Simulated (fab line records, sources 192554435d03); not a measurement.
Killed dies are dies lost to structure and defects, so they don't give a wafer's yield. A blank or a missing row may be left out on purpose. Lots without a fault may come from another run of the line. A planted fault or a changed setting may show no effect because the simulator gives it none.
Split-lot experiment | flow n5_finfet | 7 lots, 21 wafers read, on a route of 1938 steps

THE SPLIT
At N5_BEOL_M3_COAT_68 (time 60 s, resist thk 12 nm), the setting spin_rpm was moved away from the recipe's 1500 rpm on 10 of the 21 wafers read, by -10.7% to +8.1%. The other wafers ran this setting at the recipe's value.

FROM THE SPLIT TO THE READING: what the file shows between them, 4 steps
- N5_BEOL_M3_COAT_76: time 60 s, resist thk 5 nm
- N5_BEOL_M3_COAT_22: resist thk 30 nm
- N5_BEOL_M3_DESCUM_33: chemistry O2, time 7 s
- N5_BEOL_M3_ETCH_77: etches underlayer in N2/H2, target depth 6.5 nm, time 5.2 s

THE READING
etch.depth_nm (the simulator's own value, which no gauge read), in nm, at N5_BEOL_M3_ETCH_69 (etches SiARC in CF4, target depth 15.6 nm, time 26 s). The file gives no usual value for it. The 11 wafers here that ran the recipe average 12.01 nm, standard deviation 0.019 nm.

wafer  | tool, chamber at the split | spin_rpm as run, rpm | against the recipe | etch.depth_nm, nm | against lot-mates on the recipe
L079.3 | litho_track-02, 0          | 1430                 | -4.7%              | 12.26             | +0.25
L079.4 | litho_track-02, 0          | 1430                 | -4.7%              | 12.24             | +0.23
L079.5 | litho_track-02, 0          | 1500                 | recipe             | 12.01             | -
L087.2 | litho_track-02, 0          | 1339                 | -10.7%             | 12.66             | no lot-mate on the recipe
L087.4 | litho_track-02, 0          | 1339                 | -10.7%             | 12.64             | no lot-mate on the recipe
L087.5 | litho_track-02, 0          | 1339                 | -10.7%             | 12.7              | no lot-mate on the recipe
L089.2 | litho_track-03, 0          | 1365                 | -9.0%              | 12.58             | +0.53
L089.5 | litho_track-03, 0          | 1365                 | -9.0%              | 12.58             | +0.53
L089.6 | litho_track-03, 0          | 1500                 | recipe             | 12.05             | -
L091.1 | litho_track-03, 0          | 1500                 | recipe             | 12.03             | -
L091.4 | litho_track-03, 0          | 1500                 | recipe             | 11.98             | -
L091.6 | litho_track-03, 0          | 1500                 | recipe             | 11.99             | -
L093.2 | litho_track-02, 0          | 1615                 | +7.7%              | 11.58             | -0.41
L093.5 | litho_track-02, 0          | 1500                 | recipe             | 11.99             | -
L093.6 | litho_track-02, 0          | 1615                 | +7.7%              | 11.56             | -0.43
L094.3 | litho_track-02, 0          | 1500                 | recipe             | 12.01             | -
L094.4 | litho_track-02, 0          | 1500                 | recipe             | 12.01             | -
L094.5 | litho_track-02, 0          | 1500                 | recipe             | 12.01             | -
L097.1 | litho_track-02, 0          | 1622                 | +8.1%              | 11.54             | -0.48
L097.3 | litho_track-02, 0          | 1500                 | recipe             | 12.03             | -
L097.5 | litho_track-02, 0          | 1500                 | recipe             | 12.01             | -

THE FIT
A straight line over all 21 wafers: etch.depth_nm changes by -0.06 nm for each +1% of spin_rpm; r = -1.00; the points scatter about the line by 0.026 nm.
The same after taking each lot's own level away (the mean of its wafers on the recipe; 18 wafers): -0.0568 nm for each +1%; r = -1.00; scatter 0.017 nm.
On that fit, the largest move of spin_rpm shifts the reading by 0.61 nm.
The lots' own levels span 11.990 to 12.050 nm, that is 3.1 times the standard deviation above.
So the lot-to-lot level changes the slope little: the two slopes agree.
Check: with one of the wafers moved furthest among these (-9.0%) left out of the fit, the line predicts +0.505 nm for it against its lot-mates. It came out at +0.53 nm against them.

OTHER SPLITS ON THESE WAFERS
These wafers also went through other splits before the reading. Each is held against what the fit with the lots' levels taken away leaves over:
other split on the same wafers            | wafers away from the commonest value | r with etch.depth_nm (lot level and that fit taken away)
N5_GATE_CUT_DESCUM_18 time_s              | 6                                    | -0.12
N5_MOL_CONTACT_COAG_VIA_ETCH_46 bias_w    | 9                                    | +0.15
N5_BEOL_M0_SAQP_PECVD_04 time_s           | 8                                    | -0.35
N5_BEOL_M0_SAQP_COAT_34 spin_rpm          | 7                                    | +0.06
N5_BEOL_M0_TRENCH_ETCH_107 target_depth_a | 6                                    | -0.05
N5_BEOL_M0_ETCH_109 bias_w                | 5                                    | +0.46
N5_BEOL_M2_ETCH_69 bias_w                 | 9                                    | +0.31
N5_BEOL_M2_TRENCH_ETCH_37 time_s          | 7                                    | -0.36

THE WHOLE CHAIN: every reading that the file lists as answering this split, in the file's order
step               | what it does                                         | reading                                                                          | change (the file's fit)                | r (the file's)
N5_BEOL_M3_COAT_68 | time 60 s, resist thk 12 nm                          | SiARC_of_BEOL_M3_COAT_68.thk_nm (the simulator's own value, which no gauge read) | -0.0556 nm for each +1% of the setting | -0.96
N5_BEOL_M3_ETCH_69 | etches SiARC in CF4, target depth 15.6 nm, time 26 s | etch.depth_nm (the simulator's own value, which no gauge read)                   | -0.0572 nm for each +1% of the setting | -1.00

THE FILE'S OWN FIT
etch.depth_nm changes by -0.0572 nm for each +1% of spin_rpm, r = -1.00.
